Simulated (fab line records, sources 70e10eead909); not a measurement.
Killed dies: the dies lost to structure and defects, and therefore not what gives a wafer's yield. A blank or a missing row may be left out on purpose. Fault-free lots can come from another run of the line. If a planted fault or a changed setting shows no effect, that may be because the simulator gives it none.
fab line records -- flow nandHarc
record: lots: 6, wafers: 18, lastDay: 25
route steps=1159 shown P_STI@94 P_GATE@110 END@1159
lots that met no fault: taken from a fault-free run of the same line
startH: start of the lot's first displayed wafer, in hours after the record's first day -- waitH: hours since the lot's step before -- " same as the row above -- L1.1+2: a row that stands for several wafers -- - no value present, or no start provided -- * or withheld: withheld -- < > ~ a bound
route shown NAME@n: NAME is a module with steps in the file, n the number in the route of the first one -- usual: mean/standard deviation of fault-free wafers -- same: alike in all rows -- chamber/n: place in a boat -- sites: per-site readings -- _std_site: the values' standard deviation -- _edge_site: outer sites' mean less inner sites' -- radiusMm: how far each site lies from the wafer's centre -- mask NAME#n: copy n -- behind: the tool/chamber that last shaped the wafer -- hold: cause of the lot's hold/its duration in hours/its outcome -- device: transistor that didn't switch, given as n, p or np -- end of line: the route-end tests of the same wafers -- a step without rows: its recipe alone -- killed: dies that structure and defects cost at the first sort, which is not the same as the wafer's yield -- map: shows each die of a wafer: x if killed, . if not, _ if none is there
set.NAME: the setting the step ran with; set.NAME@STEP: the setting that earlier step ran with -- model.NAME: the simulator's own value behind a step, which no gauge read
lots at selected steps of the route; one table per step, one row per wafer
services: the hour from which a tool's chamber was out of use, counted from the record's first day as startH (under 0 if before that day), plus the number of hours and why
== steps ==
step: NHARC_P_STI_PRECLEAN_32
recipe: timeS: *, tempC: 50, bathAgeMin: 0, chemistry: SC1
step: NHARC_P_STI_SRD_23
step: NHARC_P_STI_OCD_MEAS_43
usual: trenchDepthNm: 300/6.3, trenchFootCdNm: 158/3.3
lot.wafer,tool,chamber,startH,waitH,trenchDepthNm,trenchFootCdNm
L267.1,ocd-01,-,66.38,-,304,157
L267.2,ocd-01,-,66.38,-,296,159
L267.3,ocd-01,-,66.38,-,304,158
L271.4,ocd-01,-,90.71,-,292,157
L271.5,ocd-01,-,90.71,-,297,153
L271.6,ocd-01,-,90.71,-,292,158
L279.3,ocd-02,-,141.35,-,283,160
L279.4,ocd-02,-,141.35,-,294,160
L279.5,ocd-02,-,141.35,-,301,159
L282.1,ocd-01,-,156.29,-,298,158
L282.5,ocd-01,-,156.29,-,294,161
L282.6,ocd-01,-,156.29,-,299,162
L283.1,ocd-02,-,162.09,-,297,160
L283.3,ocd-02,-,162.09,-,299,157
L283.6,ocd-02,-,162.09,-,301,160
L285.1,ocd-02,-,175.09,-,288,160
L285.2,ocd-02,-,175.09,-,309,158
L285.5,ocd-02,-,175.09,-,304,157
step: NHARC_P_STI_OXIDE_33
recipe: targetThkA: 100, tempC: 1000, oxTimeS: 281, material: SiO2
step: NHARC_P_STI_HDPCVD_20
recipe: targetThkA: withheld, sigmaOpenFrac: withheld, material: SiO2
step: NHARC_P_STI_ANNEAL_34
recipe: tempC: 1000, timeS: 1800
step: NHARC_P_STI_CMP_21
recipe: tOverpolishS: 20, targetThkNm: 380.67
usual: motorCurrentA: 11.2/1.1, overpolishRunS: 19.999/0.0085
lot.wafer,tool,chamber,startH,waitH,motorCurrentA,overpolishRunS
L267.2,cmp-02,0,86.62,0.4,11.1,19.993
L267.1,cmp-02,2,86.62,0.4,10.1,20.009
L267.3,cmp-02,3,86.62,0.4,10.8,20.003
L271.4,cmp-01,3,102.34,0.4,11.2,19.992
L271.5,cmp-01,2,102.34,0.4,14.1,19.999
L271.6,cmp-01,3,102.34,0.4,11.5,20.008
L279.3,cmp-02,2,158.84,0.4,10.2,19.995
L279.4,cmp-02,3,158.84,0.4,11.1,19.998
L279.5,cmp-02,1,158.84,0.4,11.3,20.008
L282.1,cmp-02,1,175.40,0.4,11.0,19.989
L282.5,cmp-02,1,175.40,0.4,11.3,20.001
L282.6,cmp-02,2,175.40,0.4,10.9,19.989
L283.3,cmp-03,1,182.02,0.4,11.2,20.012
L283.1,cmp-03,2,182.02,0.4,10.7,20.003
L283.6,cmp-03,1,182.02,0.4,11.2,20.005
L285.1,cmp-03,2,197.17,0.4,10.7,19.995
L285.2,cmp-03,3,197.17,0.4,9.8,20.002
L285.5,cmp-03,2,197.17,0.4,11.4,19.994
step: NHARC_P_STI_SRD_35
step: NHARC_P_STI_ETCH_36
recipe: targetDepthA: 388, chemistry: dHF, material: SiO2
step: NHARC_P_STI_STRIP_24
recipe: tempC: 160, chemistry: H3PO4, material: Si3N4
step: NHARC_P_STI_ETCH_37
recipe: targetDepthA: 110, chemistry: dHF, material: SiO2
step: NHARC_P_STI_PRECLEAN_38
recipe: timeS: *, tempC: 50, bathAgeMin: 0, chemistry: SC1
usual: bathGuardTempC: 49.7/0.6, h2o2FlowMLMin: 56.59/0.16
same: bathAgeMin: 0
lot.wafer,tool,chamber,startH,waitH,bathGuardTempC,h2o2FlowMLMin
L267.2,wetBench-04,7,87.04,-,50.5,56.33
L267.1,wetBench-04,0,87.04,-,49.3,56.71
L267.3,wetBench-04,4,87.04,-,49.4,56.09
L271.6,wetBench-04,6,102.73,-,48.6,56.88
L271.5,wetBench-04,1,102.73,-,49.2,56.63
L271.4,wetBench-04,2,102.73,-,50.8,56.64
L279.5,wetBench-04,0,159.33,-,48.7,56.81
L279.4,wetBench-04,1,159.33,-,49.3,56.58
L279.3,wetBench-04,4,159.33,-,49.5,56.47
L282.6,wetBench-04,6,175.83,-,49.2,56.61
L282.5,wetBench-04,0,175.83,-,48.7,56.67
L282.1,wetBench-04,3,175.83,-,50.6,56.57
L283.3,wetBench-04,4,182.45,-,49.3,56.86
L283.1,wetBench-04,6,182.45,-,48.7,56.51
L283.6,wetBench-04,0,182.45,-,49.1,56.35
L285.1,wetBench-03,1,197.59,-,49.5,56.54
L285.2,wetBench-03,4,197.59,-,49.6,56.73
L285.5,wetBench-03,5,197.59,-,50.0,56.77
step: NHARC_P_STI_SRD_39
step: NHARC_P_STI_OXIDE_40
recipe: targetThkA: 100, tempC: 900, oxTimeS: 1362, material: SiO2
step: NHARC_P_STI_INSPECT_25
usual: rawDefectCount: 218/87
lot.wafer,tool,chamber,startH,waitH,rawDefectCount
L267.1,defectInspect-01,-,97.75,0.4,111
L267.2,defectInspect-01,-,97.75,0.4,120
L267.3,defectInspect-01,-,97.75,0.4,323
L271.4,defectInspect-01,-,110.80,0.4,157
L271.5,defectInspect-01,-,110.80,0.4,141
L271.6,defectInspect-01,-,110.80,0.4,118
L279.3,defectInspect-01,-,168.71,0.4,334
L279.4,defectInspect-01,-,168.71,0.4,525
L279.5,defectInspect-01,-,168.71,0.4,314
L282.1,defectInspect-02,-,185.77,0.4,559
L282.5,defectInspect-02,-,185.77,0.4,523
L282.6,defectInspect-02,-,185.77,0.4,691
L283.1,defectInspect-01,-,192.68,0.4,693
L283.3,defectInspect-01,-,192.68,0.4,669
L283.6,defectInspect-01,-,192.68,0.4,669
L285.1,defectInspect-02,-,212.99,0.4,326
L285.2,defectInspect-02,-,212.99,0.4,498
L285.5,defectInspect-02,-,212.99,0.4,462
step: NHARC_P_GATE_ETCH_69
recipe: targetDepthA: 140, chemistry: dHF, material: SiO2
step: NHARC_P_GATE_PRECLEAN_70
recipe: timeS: *, tempC: 50, bathAgeMin: 0, chemistry: SC1
step: NHARC_P_GATE_SRD_01
step: NHARC_P_GATE_OXIDE_02
recipe: targetThkA: 375, tempC: 950, pH2oTorr: 720, oxTimeS: 365, material: SiO2
step: NHARC_P_GATE_DEHYDRATE_03
recipe: tempC: 150, timeS: 120
step: NHARC_P_GATE_HMDS_04
recipe: timeS: 30
step: NHARC_P_GATE_COAT_05
recipe: spinRpm: 4690
step: NHARC_P_GATE_SOFTBAKE_06
recipe: tempC: 122, timeS: 95
step: NHARC_P_GATE_EBR_07
step: NHARC_P_GATE_EXPOSE_08
recipe: na: 0.6, doseMj: 16.75, maskId: P_HV
step: NHARC_P_GATE_PEB_09
recipe: pebTempC: 118, pebTimeS: 85
step: NHARC_P_GATE_DEVELOP_10
recipe: timeS: 70
step: NHARC_P_GATE_CD_MEAS_11
recipe: targetCdNm: 1640, landingEnergyEv: 500
usual: cdNm: 1638.9/2
lot.wafer,tool,chamber,startH,waitH,cdNm
L267.1,cdSem-02,0,106.66,-,1642.1
L267.2,cdSem-02,0,106.66,-,1641.3
L267.3,cdSem-02,0,106.66,-,1638.1
L271.4,cdSem-02,0,119.09,-,1640.4
L271.5,cdSem-02,0,119.09,-,1638.1
L271.6,cdSem-02,0,119.09,-,1641.0
L279.3,cdSem-03,0,176.74,-,1636.6
L279.4,cdSem-03,0,176.74,-,1640.7
L279.5,cdSem-03,0,176.74,-,1638.6
L282.1,cdSem-02,0,194.04,-,1640.7
L282.5,cdSem-02,0,194.04,-,1636.6
L282.6,cdSem-02,0,194.04,-,1638.1
L283.1,cdSem-02,0,201.84,-,1639.3
L283.3,cdSem-02,0,201.84,-,1639.9
L283.6,cdSem-02,0,201.84,-,1638.0
L285.1,cdSem-02,0,221.05,-,1639.8
L285.2,cdSem-02,0,221.05,-,1638.8
L285.5,cdSem-02,0,221.05,-,1640.2
step: NHARC_P_GATE_HARDBAKE_12
recipe: tempC: 125, timeS: 80
step: NHARC_P_GATE_DESCUM_13
recipe: timeS: 3, o2FlowSccm: 200, arFlowSccm: 0, biasPowerW: 0, chemistry: O2
usual: drypumpMotorCurrentA: 5.5/0.31, oesProductAu: 1.000/0.017, rfVppV: 57.6/0.96, showerheadPlenumPTorr: 1.89/0.08, throttleValvePct: 11.313/0.01
lot.wafer,tool,chamber,startH,waitH,drypumpMotorCurrentA,oesProductAu,rfHoursCounterH,rfVppV,showerheadPlenumPTorr,throttleValvePct
L267.3,rieDiel-12,1,106.84,-,5.5,0.989,14,57.9,1.83,11.319
L267.2,rieDiel-12,2,106.84,-,5.8,0.992,15,57.5,1.87,11.315
L267.1,rieDiel-12,3,106.84,-,6.0,0.998,14,58.0,1.96,11.306
L271.4,rieDiel-12,3,119.28,-,6.0,0.993,16,57.4,1.96,11.328
L271.6,rieDiel-12,0,119.28,-,5.3,1.003,-,57.2,1.99,11.309
L271.5,rieDiel-12,1,119.28,-,5.4,0.978,-,56.7,1.83,11.306
L279.3,rieDiel-12,0,176.90,-,5.3,1.003,25,57.3,1.99,11.318
L279.5,rieDiel-12,0,176.90,-,5.3,1.007,-,56.8,1.99,11.313
L279.4,rieDiel-12,1,176.90,-,5.5,0.971,-,56.7,1.83,11.331
L282.1,rieDiel-13,0,194.22,-,5.3,1.037,36,58.5,1.77,11.320
L282.6,rieDiel-13,3,194.22,-,4.9,1.015,-,57.0,1.81,11.287
L282.5,rieDiel-13,0,194.22,-,5.3,1.039,-,58.3,1.77,11.287
L283.1,rieDiel-13,0,202.00,-,5.3,1.038,39,56.6,1.77,11.327
L283.3,rieDiel-13,3,202.00,-,4.9,1.003,36,58.1,1.81,11.314
L283.6,rieDiel-13,1,202.00,-,5.6,0.978,-,57.4,1.87,11.317
L285.2,rieDiel-12,0,221.23,-,5.3,1.003,3,58.5,1.98,11.318
L285.1,rieDiel-12,1,221.23,-,5.5,0.967,3,57.0,1.82,11.323
L285.5,rieDiel-12,1,221.23,-,5.5,0.970,-,57.5,1.82,11.303
step: NHARC_P_GATE_ETCH_14
recipe: targetDepthA: 488, chemistry: dHF, material: SiO2
step: NHARC_P_GATE_STRIP_15
recipe: timeS: 780, tempC: 130, chemistry: SPM
step: NHARC_P_GATE_PRECLEAN_71
recipe: timeS: *, tempC: 50, bathAgeMin: 0, chemistry: SC1
step: NHARC_P_GATE_SRD_72
step: NHARC_P_GATE_OXIDE_16
recipe: targetThkA: 30, tempC: 875, oxTimeS: 392, material: SiO2
step: NHARC_P_GATE_CVD_17
recipe: targetThkA: 1500, tempC: 620, timeS: 900, material: poly-Si
step: NHARC_P_GATE_HM_DEP_102
recipe: targetThkA: 1200, tempC: 400, material: aC
usual: throttleValvePct: 35.001/0.01
lot.wafer,tool,chamber,startH,waitH,throttleValvePct
L267.1,aclDep-03,0,121.35,1.8,35.035
L267.2,aclDep-03,0,121.35,1.8,35.005
L267.3,aclDep-03,0,121.35,1.8,35.003
L271.4,aclDep-01,0,132.57,1.5,35.000
L271.5,aclDep-01,0,132.57,1.5,35.004
L271.6,aclDep-01,0,132.57,1.5,34.974
L279.3,aclDep-02,0,189.89,0.6,34.976
L279.4,aclDep-02,0,189.89,0.6,34.995
L279.5,aclDep-02,0,189.89,0.6,34.997
L282.1,aclDep-02,0,208.49,0.4,34.991
L282.5,aclDep-02,0,208.49,0.4,35.001
L282.6,aclDep-02,0,208.49,0.4,35.018
L283.1,aclDep-02,0,215.61,1.6,35.003
L283.3,aclDep-02,0,215.61,1.6,35.007
L283.6,aclDep-02,0,215.61,1.6,35.001
L285.1,aclDep-03,0,236.85,3.7,34.986
L285.2,aclDep-03,0,236.85,3.7,35.006
L285.5,aclDep-03,0,236.85,3.7,34.993
step: NHARC_P_GATE_DEP_103
recipe: targetThkA: 300, targetThkNm: 30, tempC: 400, flowSccm: 200, rfW: 350, material: SiON
usual: heaterPowerW: 822/130
lot.wafer,tool,chamber,startH,waitH,heaterPowerW
L267.1,pecvd-01,1,122.42,1.0,676
L267.3,pecvd-01,2,122.42,1.0,764
L267.2,pecvd-01,0,122.42,1.0,1006
L271.5,pecvd-02,0,133.03,0.2,880
L271.6,pecvd-02,1,133.03,0.2,742
L271.4,pecvd-02,2,133.03,0.2,791
L279.3,pecvd-01,1,190.34,0.3,602
L279.4,pecvd-01,2,190.34,0.3,783
L279.5,pecvd-01,0,190.34,0.3,1077
L282.1,pecvd-04,1,209.21,0.6,836
L282.6,pecvd-04,0,209.21,0.6,875
L282.5,pecvd-04,1,209.21,0.6,824
L283.3,pecvd-04,2,216.26,0.3,833
L283.1,pecvd-04,0,216.26,0.3,881
L283.6,pecvd-04,0,216.26,0.3,854
L285.1,pecvd-02,2,237.63,0.7,607
L285.2,pecvd-02,0,237.63,0.7,929
L285.5,pecvd-02,2,237.63,0.7,611
step: NHARC_P_GATE_DEHYDRATE_18
recipe: tempC: 150, timeS: 120
step: NHARC_P_GATE_HMDS_19
recipe: timeS: 30
step: NHARC_P_GATE_COAT_20
recipe: spinRpm: 1500, resistThkNm: 90
step: NHARC_P_GATE_INSPECT_28
usual: rawDefectCount: 6/3.1
lot.wafer,tool,chamber,startH,waitH,rawDefectCount
L267.1,defectInspect-01,-,123.22,0.0,5
L267.2,defectInspect-01,-,123.22,0.0,4
L267.3,defectInspect-01,-,123.22,0.0,5
L271.4,defectInspect-02,-,133.62,0.0,3
L271.5,defectInspect-02,-,133.62,0.0,6
L271.6,defectInspect-02,-,133.62,0.0,12
L279.3,defectInspect-01,-,191.15,0.0,10
L279.4,defectInspect-01,-,191.15,0.0,9
L279.5,defectInspect-01,-,191.15,0.0,2
L282.1,defectInspect-02,-,209.96,0.0,441
L282.5,defectInspect-02,-,209.96,0.0,437
L282.6,defectInspect-02,-,209.96,0.0,449
L283.1,defectInspect-02,-,217.07,0.0,426
L283.3,defectInspect-02,-,217.07,0.0,411
L283.6,defectInspect-02,-,217.07,0.0,404
L285.1,defectInspect-02,-,238.34,0.0,5
L285.2,defectInspect-02,-,238.34,0.0,7
L285.5,defectInspect-02,-,238.34,0.0,3
step: NHARC_P_GATE_INSPECT_68
usual: rawDefectCount: 207/81
lot.wafer,tool,chamber,startH,waitH,rawDefectCount
L267.1,defectInspect-01,-,141.89,0.2,118
L267.2,defectInspect-01,-,141.89,0.2,126
L267.3,defectInspect-01,-,141.89,0.2,279
L271.4,defectInspect-01,-,152.49,0.1,161
L271.5,defectInspect-01,-,152.49,0.1,160
L271.6,defectInspect-01,-,152.49,0.1,116
L279.3,defectInspect-01,-,212.53,0.1,335
L279.4,defectInspect-01,-,212.53,0.1,523
L279.5,defectInspect-01,-,212.53,0.1,324
L282.1,defectInspect-01,-,230.89,0.2,549
L282.5,defectInspect-01,-,230.89,0.2,532
L282.6,defectInspect-01,-,230.89,0.2,625
L283.1,defectInspect-01,-,235.92,0.2,618
L283.3,defectInspect-01,-,235.92,0.2,619
L283.6,defectInspect-01,-,235.92,0.2,583
L285.1,defectInspect-01,-,256.79,0.2,299
L285.2,defectInspect-01,-,256.79,0.2,441
L285.5,defectInspect-01,-,256.79,0.2,432
step: NHARC_END_SORT_01
recipe: tempC: 25
usual: killedAtArray: 27/10, killedAtOther: 0.6/0.83, killedAtPeriphery: 2.4/1.8, killedDies: 30/10, killedOpen: 3.3/1.7, killedShort: 1.8/1.4
same: grossDies: 677
lot.wafer,tool,chamber,startH,waitH,killedAtArray,killedAtOther,killedAtPeriphery,killedDies,killedOpen,killedShort
L279.3,prober-01,0,545.54,3.1,17,1,4,22,3,2
L279.4,prober-01,0,546.34,3.4,27,1,2,30,3,4
L279.5,prober-01,0,547.14,3.7,20,1,2,23,5,2
L282.1,prober-01,0,570.82,2.5,19,1,48,68,2,1
L282.5,prober-01,0,573.98,3.7,18,1,34,53,5,2
L282.6,prober-01,0,574.77,3.9,12,1,87,100,3,1
L283.1,prober-02,0,578.55,2.5,9,0,83,92,2,1
L283.3,prober-02,0,580.14,3.1,19,2,64,85,4,1
L283.6,prober-02,0,582.53,4.0,17,1,35,53,6,0
killed by level:class
L279.3 A_STAIRCASE:chamberFilmFlake=4 A_BLC:chamberFilmFlake=4 A_CHANNEL_HOLE_D1:chamberFilmFlake=3 A_CHANNEL_FILL_D1:geometricParticle:short=2 P_STI:chamberFilmFlake=2 A_CONTACT:chamberFilmFlake=2 P_M0:geometricParticle:open=1 P_M1:geometricParticle:open=1
L279.4 A_CHANNEL_HOLE_D1:chamberFilmFlake=8 A_BLC:chamberFilmFlake=8 A_STAIRCASE:chamberFilmFlake=4 P_GATE:geometricParticle:short=1 P_GATE:geometricParticle:open=1 A_ONON_D1:geometricParticle:open=1 A_CHANNEL_HOLE_D1:geometricParticle:short=1 A_CHANNEL_FILL_D1:geometricParticle:short=1
L279.5 A_CHANNEL_HOLE_D1:chamberFilmFlake=5 A_STAIRCASE:chamberFilmFlake=4 A_BLC:chamberFilmFlake=3 A_CONTACT:geometricParticle:open=2 A_CONTACT:chamberFilmFlake=2 P_M0:geometricParticle:open=1 P_M0:geometricParticle:short=1 A_ONON_D1:geometricParticle:open=1
L282.1 P_STI:unspecified=47 A_CHANNEL_HOLE_D1:chamberFilmFlake=7 A_CONTACT:chamberFilmFlake=4 A_STAIRCASE:chamberFilmFlake=2 A_WL_FILL:geometricParticle:open=1 A_WL_FILL:geometricParticle:short=1 A_CONTACT:geometricParticle:open=1 P_STI:chamberFilmFlake=1
L282.5 P_STI:unspecified=30 A_CHANNEL_HOLE_D1:chamberFilmFlake=7 A_CONTACT:geometricParticle:open=2 A_CONTACT:chamberFilmFlake=2 A_ONON_D1:geometricParticle:open=1 A_ONON_D1:geometricParticle:short=1 A_CHANNEL_FILL_D1:geometricParticle:short=1 A_WL_FILL:geometricParticle:open=1
L282.6 P_STI:unspecified=85 A_CONTACT:chamberFilmFlake=5 A_STAIRCASE:chamberFilmFlake=2 P_CONTACT:geometricParticle:open=1 A_ONON_D1:geometricParticle:short=1 A_CHANNEL_HOLE_D1:geometricParticle:open=1 A_CONTACT:geometricParticle:open=1 A_CHANNEL_HOLE_D1:chamberFilmFlake=1
L283.1 P_STI:unspecified=78 A_CHANNEL_HOLE_D1:chamberFilmFlake=3 A_SGD_CUT:chamberFilmFlake=3 A_STAIRCASE:chamberFilmFlake=2 P_GATE:geometricParticle:open=1 P_CONTACT:geometricParticle:open=1 P_CONTACT:geometricParticle:short=1 P_GATE:chamberFilmFlake=1
L283.3 P_STI:unspecified=61 A_CHANNEL_HOLE_D1:chamberFilmFlake=6 A_SLIT:chamberFilmFlake=3 P_M2:chamberFilmFlake=2 A_STAIRCASE:chamberFilmFlake=2 A_CONTACT:chamberFilmFlake=2 THIN_TSV:chamberFilmFlake=2 A_SLIT:geometricParticle:open=1
L283.6 P_STI:unspecified=30 A_CHANNEL_HOLE_D1:chamberFilmFlake=7 P_M2:chamberFilmFlake=3 P_CONTACT:geometricParticle:open=2 A_STAIRCASE:chamberFilmFlake=2 A_SGD_CUT:chamberFilmFlake=2 A_ONON_D1:geometricParticle:open=1 A_CHANNEL_FILL_D1:geometricParticle:open=1
map L282.6 (x killed, . not)
____________.____________
_________......._________
_______..........._______
______........x....______
_____.......xx......_____
____.......xxxxxx....____
____......x.xxxxxx...____
___.......xxxxxxx.....___
___........xxxxxxx.x..___
__.......x.xxxxxxx.x...__
__.......x.xxxxxxx.....__
_.........xxxxxxxxx....._
_...........xxxxxxx....._
_.........xxxxxxxx......_
_.x.......xxxxxxx......._
_...........xxxx.x......_
x...........x.x..........
.........................
...............x.........
.......................x.
.........................
_......................._
_............x.........._
_.......x.......x......._
_x......................_
_......................._
__.....................__
__.....................__
___........x..........___
___...................___
____...............x.____
____.....x...x......x____
_____..............._____
______.x...........______
_______..........._______
_________......._________
____________.____________
map L283.1 (x killed, . not)
____________.____________
_________......._________
_______..........._______
______.......x...x.______
_____........x...x.._____
____.......xxxxxx....____
____......xxxxxxxx...____
___......x.xxxxxxxx...___
___........xxxxxxx....___
__...x.....xxxxxxx.....__
__........xxxxxxxx...x.__
_.........xxxxxxxx.....x_
_..........xxxxxxx......_
_..........xxxxx.x......_
_...........xxxxx......._
_..........xxxxx...x...._
...........x.xx..........
.........................
.x.......................
.................x.......
.........................
_......................._
_..................x...._
_.x....................._
_......................._
_......................._
__.....................__
__.....................__
___...................___
___.........x.........___
____.................____
____.................____
_____..............._____
______.............______
_______..........._______
_________......._________
____________.____________
== services ==
tool,chamber,startH,hours,kind
cmp-01,-,67.09,0.4,repair
cmp-01,-,81.66,4.0,pm
rieDiel-13,-,99.00,9.0,pm
cmp-01,-,107.82,1.8,repair
cmp-03,-,109.78,1.0,repair
rieDiel-12,3,111.95,6.8,repair
aclDep-01,-,112.16,13.0,pm
cmp-03,-,125.88,1.2,repair
cmp-02,-,128.66,4.0,pm
pecvd-02,-,153.19,13.0,pm
cmp-03,-,156.00,4.0,pm
wetBench-04,-,163.20,8.0,pm
aclDep-02,-,169.13,13.0,pm
rieDiel-12,3,170.63,10.5,repair
pecvd-04,2,175.16,15.6,repair
pecvd-04,-,195.00,13.0,pm
rieDiel-12,3,202.17,20.3,repair
rieDiel-12,-,202.40,9.0,pm
cmp-03,-,203.62,3.3,repair
cmp-03,-,213.42,2.3,repair
rieDiel-13,3,214.06,10.1,repair
aclDep-03,-,223.85,13.0,pm
cmp-02,-,226.66,4.0,pm
pecvd-01,-,237.31,13.0,pm
== key ==
firstSign: step: NHARC_P_STI_INSPECT_25, reading: rawDefectCount, direction: up, sigmas: 4.8, usual: 218, struck: 634
effect: step: NHARC_P_GATE_INSPECT_28, reading: rawDefectCount, direction: up, sigmas: 99+, usual: 6, struck: 428
effect: step: NHARC_P_GATE_INSPECT_68, reading: rawDefectCount, direction: up, sigmas: 4.7, usual: 207, struck: 588
effect: step: NHARC_END_SORT_01, reading: killedAtPeriphery, direction: up, sigmas: 31, usual: 2.4, struck: 58.5
moreKillsBornAt: NHARC_P_STI_PRECLEAN_38@wetBench-04: 331
metAt NHARC_P_STI_PRECLEAN_38
struckWafers L282.1,L282.5,L282.6,L283.1,L283.3,L283.6
testerLeftOut L282,L283
onsetBetween 159.33 175.83
fault: kind: chamberParticleSource, tool: wetBench-04, chamber: -, onsetH: 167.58, steps: NHARC_P_STI_PRECLEAN_38, ratePerVisitCm2: 0.65704, endH: 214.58
testerLeftOut: of these lots the tester's yield and bins aren't shown, on N5 and GAA mostly nor the transistor test; their killed dies are dies lost to structure and defects alone, not to doping, threshold or leakage, so they don't give the yield
